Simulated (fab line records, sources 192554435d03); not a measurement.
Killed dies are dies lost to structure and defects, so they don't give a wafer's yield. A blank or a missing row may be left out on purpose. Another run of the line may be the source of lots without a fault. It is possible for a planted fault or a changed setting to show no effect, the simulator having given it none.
Lot-split experiment / flow n5_finfet / 21 wafers read from 7 lots, route of 1938 steps

ON THE SPLIT
At N5_BEOL_M15_COAT_22 (resist thk 800 nm), the setting spin_rpm was moved away from the recipe's 1704 rpm on 9 of the 21 wafers read, by -10.0% to +10.1%. The other wafers ran this setting at the recipe's value.

Split to reading: the file shows no intervening step.

THE READING
coat_of_BEOL_M15_COAT_22.thk_nm (the simulator's own value, which no gauge read), in nm, at N5_BEOL_M15_TRENCH_ETCH_34 (etches SiO2 in C4F8/O2/Ar, target depth 872.93 nm, time 199 s). The file does not state a usual value for it. Across the 12 wafers here that went through the recipe, the average is 543.3 nm and the standard deviation 14 nm.

wafer=L078.1; tool, chamber at the split=litho_track-05, 0; spin_rpm as run, rpm=1704; against the recipe=recipe; coat_of_BEOL_M15_COAT_22.thk_nm, nm=563.2; against lot-mates on the recipe=-
wafer=L078.2; tool, chamber at the split=litho_track-05, 0; spin_rpm as run, rpm=1704; against the recipe=recipe; coat_of_BEOL_M15_COAT_22.thk_nm, nm=539; against lot-mates on the recipe=-
wafer=L078.6; tool, chamber at the split=litho_track-05, 0; spin_rpm as run, rpm=1704; against the recipe=recipe; coat_of_BEOL_M15_COAT_22.thk_nm, nm=560.8; against lot-mates on the recipe=-
wafer=L080.1; tool, chamber at the split=litho_track-02, 0; spin_rpm as run, rpm=1843; against the recipe=+8.2%; coat_of_BEOL_M15_COAT_22.thk_nm, nm=466.2; against lot-mates on the recipe=-42.4
wafer=L080.2; tool, chamber at the split=litho_track-02, 0; spin_rpm as run, rpm=1704; against the recipe=recipe; coat_of_BEOL_M15_COAT_22.thk_nm, nm=508.6; against lot-mates on the recipe=-
wafer=L080.6; tool, chamber at the split=litho_track-02, 0; spin_rpm as run, rpm=1843; against the recipe=+8.2%; coat_of_BEOL_M15_COAT_22.thk_nm, nm=469.8; against lot-mates on the recipe=-38.8
wafer=L092.1; tool, chamber at the split=litho_track-05, 0; spin_rpm as run, rpm=1534; against the recipe=-10.0%; coat_of_BEOL_M15_COAT_22.thk_nm, nm=580.8; against lot-mates on the recipe=+41.1
wafer=L092.3; tool, chamber at the split=litho_track-05, 0; spin_rpm as run, rpm=1704; against the recipe=recipe; coat_of_BEOL_M15_COAT_22.thk_nm, nm=540.2; against lot-mates on the recipe=-
wafer=L092.4; tool, chamber at the split=litho_track-05, 0; spin_rpm as run, rpm=1704; against the recipe=recipe; coat_of_BEOL_M15_COAT_22.thk_nm, nm=539.2; against lot-mates on the recipe=-
wafer=L093.2; tool, chamber at the split=litho_track-05, 0; spin_rpm as run, rpm=1533; against the recipe=-10.0%; coat_of_BEOL_M15_COAT_22.thk_nm, nm=591; against lot-mates on the recipe=+41.6
wafer=L093.5; tool, chamber at the split=litho_track-05, 0; spin_rpm as run, rpm=1533; against the recipe=-10.0%; coat_of_BEOL_M15_COAT_22.thk_nm, nm=590.2; against lot-mates on the recipe=+40.8
wafer=L093.6; tool, chamber at the split=litho_track-05, 0; spin_rpm as run, rpm=1704; against the recipe=recipe; coat_of_BEOL_M15_COAT_22.thk_nm, nm=549.4; against lot-mates on the recipe=-
wafer=L094.3; tool, chamber at the split=litho_track-01, 0; spin_rpm as run, rpm=1876; against the recipe=+10.1%; coat_of_BEOL_M15_COAT_22.thk_nm, nm=501; against lot-mates on the recipe=-34.8
wafer=L094.4; tool, chamber at the split=litho_track-01, 0; spin_rpm as run, rpm=1876; against the recipe=+10.1%; coat_of_BEOL_M15_COAT_22.thk_nm, nm=510; against lot-mates on the recipe=-25.8
wafer=L094.5; tool, chamber at the split=litho_track-01, 0; spin_rpm as run, rpm=1704; against the recipe=recipe; coat_of_BEOL_M15_COAT_22.thk_nm, nm=535.8; against lot-mates on the recipe=-
wafer=L096.1; tool, chamber at the split=litho_track-02, 0; spin_rpm as run, rpm=1704; against the recipe=recipe; coat_of_BEOL_M15_COAT_22.thk_nm, nm=549; against lot-mates on the recipe=-
wafer=L096.5; tool, chamber at the split=litho_track-02, 0; spin_rpm as run, rpm=1704; against the recipe=recipe; coat_of_BEOL_M15_COAT_22.thk_nm, nm=552.8; against lot-mates on the recipe=-
wafer=L096.6; tool, chamber at the split=litho_track-02, 0; spin_rpm as run, rpm=1704; against the recipe=recipe; coat_of_BEOL_M15_COAT_22.thk_nm, nm=550.8; against lot-mates on the recipe=-
wafer=L097.2; tool, chamber at the split=litho_track-05, 0; spin_rpm as run, rpm=1855; against the recipe=+8.9%; coat_of_BEOL_M15_COAT_22.thk_nm, nm=507; against lot-mates on the recipe=-24.0
wafer=L097.4; tool, chamber at the split=litho_track-05, 0; spin_rpm as run, rpm=1855; against the recipe=+8.9%; coat_of_BEOL_M15_COAT_22.thk_nm, nm=508.2; against lot-mates on the recipe=-22.8
wafer=L097.5; tool, chamber at the split=litho_track-05, 0; spin_rpm as run, rpm=1704; against the recipe=recipe; coat_of_BEOL_M15_COAT_22.thk_nm, nm=531; against lot-mates on the recipe=-

FIT RESULTS
A straight line over all 21 wafers: coat_of_BEOL_M15_COAT_22.thk_nm changes by -4.9 nm for each +1% of spin_rpm; r = -0.88; the points scatter about the line by 17 nm.
The same after taking each lot's own level away (the mean of its wafers on the recipe; 21 wafers): -3.72 nm for each +1%; r = -0.96; scatter 7 nm.
According to that fit, moving spin_rpm by its largest amount changes the reading by 38 nm.
Across the lots, their own levels run from 508.60 to 554.33 nm, a range of 3.3 times the standard deviation given above.
In other words, the slope is changed by the lot-to-lot level; the two fits disagree.
Check: for one of the wafers moved furthest among these (+10.1%), held out of the fit, the line's prediction against its lot-mates is -36.6 nm. It came out at -34.8 nm against them.

OTHER SPLITS APPLIED TO THESE WAFERS
These wafers also went through other splits before the reading. Each is held against what the fit with the lots' levels taken away leaves over:
other split on the same wafers=N5_BEOL_M14_EXPOSE_25 dose_mj; wafers away from the commonest value=5; r with coat_of_BEOL_M15_COAT_22.thk_nm (lot level and that fit taken away)=+0.15
other split on the same wafers=N5_BEOL_M14_ETCH_68 time_s; wafers away from the commonest value=8; r with coat_of_BEOL_M15_COAT_22.thk_nm (lot level and that fit taken away)=+0.11

THE WHOLE CHAIN: every reading that the file lists as answering this split, in the file's order
step=N5_BEOL_M15_COAT_22; what it does=resist thk 800 nm; reading=coat_of_BEOL_M15_COAT_22.thk_nm (the simulator's own value, which no gauge read); change (the file's fit)=-3.98 nm for each +1% of the setting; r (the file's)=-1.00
step=N5_BEOL_M15_TRENCH_ETCH_34; what it does=etches SiO2 in C4F8/O2/Ar, target depth 872.93 nm, time 199 s; reading=coat_of_BEOL_M15_COAT_22.thk_nm (the simulator's own value, which no gauge read); change (the file's fit)=-3.73 nm for each +1% of the setting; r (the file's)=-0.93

THE FILE'S OWN FIT
coat_of_BEOL_M15_COAT_22.thk_nm changes by -3.73 nm for each +1% of spin_rpm, r = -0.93.
